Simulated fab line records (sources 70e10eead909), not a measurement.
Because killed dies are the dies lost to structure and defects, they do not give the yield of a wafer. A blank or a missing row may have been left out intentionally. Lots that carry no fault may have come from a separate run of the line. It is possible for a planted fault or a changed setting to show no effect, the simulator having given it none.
A struck lot beside a sound one + flow nandHarc + 14 steps out of a route of 1159
Sound: wafers L235.4, L235.5, L235.6. Wafers struck: L245.1, L245.3, L245.4. The cause comes at the end.
For every step that has rows: the tool of each side, followed by ch and its chambers, followed by its first start. Under that, the readings that differ: sound wafers + struck wafers + difference of the means + sigmas: that difference in standard deviations of wafers without a fault.
alike: words and numbers the same on both sides, and readings whose means are apart by under 2 such deviations; not compared: readings that were withheld, readings missing a value for some wafer, numbers with overlapping values and no deviation given by the record, and bounds like >300 which may hide the same value.
A row with sigmas, a row that says differs or no value, or rows on one side alone: a step with any of these is where the two part. Non-overlapping numbers with no deviation appear without sigmas and do not part them. A reading that every wafer of one side lacks parts them only if that side has two wafers or more.

first, 2 steps without rows for these wafers: NHARC_A_STAIRCASE_ETCH_223 (etches the open film in C4F8/O2, target depth 100 nm, time 40.5 s); NHARC_A_STAIRCASE_TRIM_224 (chemistry O2, time 211.2 s).
NHARC_A_STAIRCASE_ETCH_225: etches the open film in C4F8/O2, target depth 100 nm, time 40.5 s.
  sound: rieDiel-01 ch 2,3; struck: rieDiel-01 ch 0,1,3
  alike: oesProductAu, rfVppV
  not compared: rfHoursCounterH
NHARC_A_STAIRCASE_TRIM_226: chemistry O2, time 211.2 s.
  sound: rieDiel-01 ch 1,2,3; struck: rieDiel-01 ch 1,2,3
  alike: drypumpMotorCurrentA, mfcArSccm, oesProductAu, rfVppV, showerheadPlenumPTorr, throttleValvePct
  not compared: rfHoursCounterH
NHARC_A_STAIRCASE_ETCH_227: etches the open film in C4F8/O2, target depth 100 nm, time 40.5 s.
  sound: rieDiel-01 ch 0,3; struck: rieDiel-01 ch 0,2,3
  alike: oesProductAu, rfVppV
  not compared: rfHoursCounterH
NHARC_A_STAIRCASE_TRIM_229: chemistry O2, time 211.2 s.
  sound on rieDiel-02 ch 0,1, day 11 02:52; struck on rieDiel-06 ch 1,2,3, day 14 23:37
  alike: drypumpMotorCurrentA, mfcArSccm, oesProductAu, rfVppV, showerheadPlenumPTorr, throttleValvePct
  not compared: rfHoursCounterH
then, 1 step without rows for these wafers: NHARC_A_STAIRCASE_ETCH_230 (etches the open film in C4F8/O2, target depth 100 nm, time 40.5 s).
NHARC_A_STAIRCASE_TRIM_231: chemistry O2, time 211.2 s.
  sound: rieDiel-02 ch 1,2,3; struck: rieDiel-06 ch 1,2,3
  alike: drypumpMotorCurrentA, mfcArSccm, oesProductAu, rfVppV, showerheadPlenumPTorr, throttleValvePct
  not compared: rfHoursCounterH
then, 3 steps without rows for these wafers: NHARC_A_STAIRCASE_ETCH_232 (etches the open film in C4F8/O2, target depth 100 nm, time 40.5 s); NHARC_A_STAIRCASE_TRIM_233 (chemistry O2, time 211.2 s); NHARC_A_STAIRCASE_ETCH_234 (etches the open film in C4F8/O2, target depth 100 nm, time 40.5 s).
NHARC_A_STAIRCASE_TRIM_235: chemistry O2, time 211.2 s.
  sound on rieDiel-02 ch 0,3, day 11 03:43; struck on rieDiel-06 ch 0,1,3, day 15 00:55
| reading             | sound             | struck            | difference | sigmas |
|---------------------|-------------------|-------------------|------------|--------|
| oesProductAu (a.u.) | 0.982 0.980 0.996 | 1.221 1.229 1.238 | +0.243     | +20    |
| rfVppV (V)          | 56.1 56.7 56.0    | 58.2 59.3 58.6    | +2.4       | +3     |
  alike: drypumpMotorCurrentA, mfcArSccm, showerheadPlenumPTorr, throttleValvePct
  not compared: rfHoursCounterH
then, 1 step without rows for these wafers: NHARC_A_STAIRCASE_ETCH_236 (etches the open film in C4F8/O2, target depth 100 nm, time 40.5 s).
-- jump in the record: it breaks off in module A_STAIRCASE and resumes in module END (first step shown: number 1159 of the route), and 9 days separate the struck wafers' starts before and after --
NHARC_END_SORT_01:
  sound on prober-02 ch 0, day 19 05:35; struck on prober-01 ch 0, day 23 21:34
| reading       | sound    | struck      | difference | sigmas |
|---------------|----------|-------------|------------|--------|
| killedAtArray | 32 36 32 | 660 650 636 | +615       | +62    |
| killedDies    | 33 39 40 | 664 654 646 | +617       | +56    |
  alike: killedAtOther, killedAtPeriphery, killedOpen, killedShort

## WHERE THEY PART
Earliest at NHARC_A_STAIRCASE_TRIM_235; latest, in this record, at NHARC_END_SORT_01.

WHY: whatever the simulator had introduced
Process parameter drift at NHARC_A_STAIRCASE_TRIM_235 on rieDiel-06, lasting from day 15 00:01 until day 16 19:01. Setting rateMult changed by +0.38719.
